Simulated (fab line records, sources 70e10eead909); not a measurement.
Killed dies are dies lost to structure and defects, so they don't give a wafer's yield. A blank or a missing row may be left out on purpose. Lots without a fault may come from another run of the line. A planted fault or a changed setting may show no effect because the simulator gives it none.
A struck lot beside a sound one | flow nand_harc | 19 steps out of a route of 1302
Sound: wafers L551.1, L551.3, L551.4. Struck: wafers L567.1, L567.4, L567.5. The cause comes at the end.
At each step with rows: each side's tool, then ch and its chambers, then its first start. Under that, the readings that differ: sound wafers | struck wafers | difference of the means | sigmas: that difference in standard deviations of wafers without a fault.
alike: readings whose means differ by less than 2 such deviations, and words and numbers that are the same on both sides. not compared: withheld readings, readings that some wafer has no value for, bounds like >300 that may hide the same value, and numbers for which the record gives no deviation and whose values overlap.
The two part at a step that has a row with sigmas, a row that says differs or no value, or rows on one side only. Numbers that don't overlap but have no deviation are shown without sigmas and don't part them. A reading that every wafer of one side lacks parts them only if that side has two wafers or more.

first, 1 step without rows for these wafers: NHARC_P_GATE_DEVELOP_90 (time 70 s).
NHARC_P_GATE_CD_MEAS_91: target cd 2000 nm.
  sound on cd_sem-02 ch 0, day 5 17:19; struck on cd_sem-03 ch 0, day 12 09:14
  alike: cd_nm
then, 1 step without rows for these wafers: NHARC_P_GATE_HARDBAKE_92 (time 80 s).
NHARC_P_GATE_DESCUM_93: chemistry O2, time 3 s.
  sound on rie_diel-03 ch 1,2, day 5 17:30; struck on rie_diel-03 ch 0,1,3, day 12 09:25
  reading             | sound             | struck            | difference | sigmas
  o2_flow_sccm (sccm) | 199.4 198.8 199.6 | 200.1 201.4 200.7 | +1.5       | +2
  alike: chamber_pressure_mTorr, drypump_motor_current_A, oes_product_au, rf_vpp_V, showerhead_plenum_p_Torr, throttle_valve_pct
  not compared: rf_hours_counter_h
then, 1 step without rows for these wafers: NHARC_P_GATE_IMPLANT_94.
NHARC_P_GATE_STRIP_113: strips in N2/H2, time 740 s.
  sound on plasma_asher-01 ch 0,1, day 5 17:59; struck on plasma_asher-01 ch 0,1, day 12 09:46
  alike: drypump_motor_current_A, heater_power_w, temp_c
  not compared: rf_hours_counter_h
then, 2 steps without rows for these wafers: NHARC_P_GATE_STRIP_95 (strips in O2); NHARC_P_GATE_STRIP_96 (strips in SPM, time 900 s).
NHARC_P_GATE_RTA_64: time 1 s.
  sound on rtp_anneal-02 ch 0, day 5 19:09; struck on rtp_anneal-02 ch 0, day 12 11:05
  alike: anneal_temp_c_max, lamp_power_pct, lamp_zone_7_pct, wafer_temp_C_max
then, 1 step without rows for these wafers: NHARC_P_GATE_ETCH_77 (etches SiO2 in dHF, target depth 6 nm).
NHARC_P_GATE_DEGAS_109: time 60 s.
  sound on pvd_sputter-01, day 5 19:28; struck on pvd_sputter-03, day 12 11:23
  alike: heater_power_w
then, 1 step without rows for these wafers: NHARC_P_GATE_PRE_CLEAN_110 (time 30 s).
NHARC_P_GATE_SPUTTER_78: material Ni, target thk 10 nm.
  sound on pvd_sputter-01, day 5 19:34; struck on pvd_sputter-03, day 12 11:29
then, 3 steps without rows for these wafers: NHARC_P_GATE_SPUTTER_79 (material TiN, target thk 10 nm); NHARC_P_GATE_RTA_80 (time 30 s); NHARC_P_GATE_STRIP_67 (strips in SPM, time 600 s).
NHARC_P_GATE_RTA_82: time 30 s.
  sound on rtp_anneal-01 ch 0, day 5 20:14; struck on rtp_anneal-02 ch 0, day 12 12:08
  reading             | sound          | struck         | difference | sigmas
  lamp_power_pct (%)  | 3.90 3.91 3.90 | 3.61 3.61 3.61 | -0.29      | -2
  lamp_zone_7_pct (%) | 4.11 4.10 4.11 | 3.80 3.80 3.80 | -0.31      | -2
  alike: anneal_temp_c_max, wafer_temp_C_max
NHARC_P_GATE_INSPECT_68:
  sound on defect_inspect-02, day 5 20:26; struck on defect_inspect-01, day 12 12:20
  alike: raw_defect_count
-- the record jumps here: 18 days lie between the struck wafers' starts before and after (it left off in module P_GATE and takes up again in module END, whose first step shown is number 1302 of the route) --
NHARC_END_SORT_01:
  the record has rows for the struck wafers here (prober-02 ch 0, day 30 21:40) and none for the sound ones

WHERE THEY PART
First at NHARC_P_GATE_DESCUM_93; last, within this record, at NHARC_END_SORT_01.

WHY: what the simulator had put in
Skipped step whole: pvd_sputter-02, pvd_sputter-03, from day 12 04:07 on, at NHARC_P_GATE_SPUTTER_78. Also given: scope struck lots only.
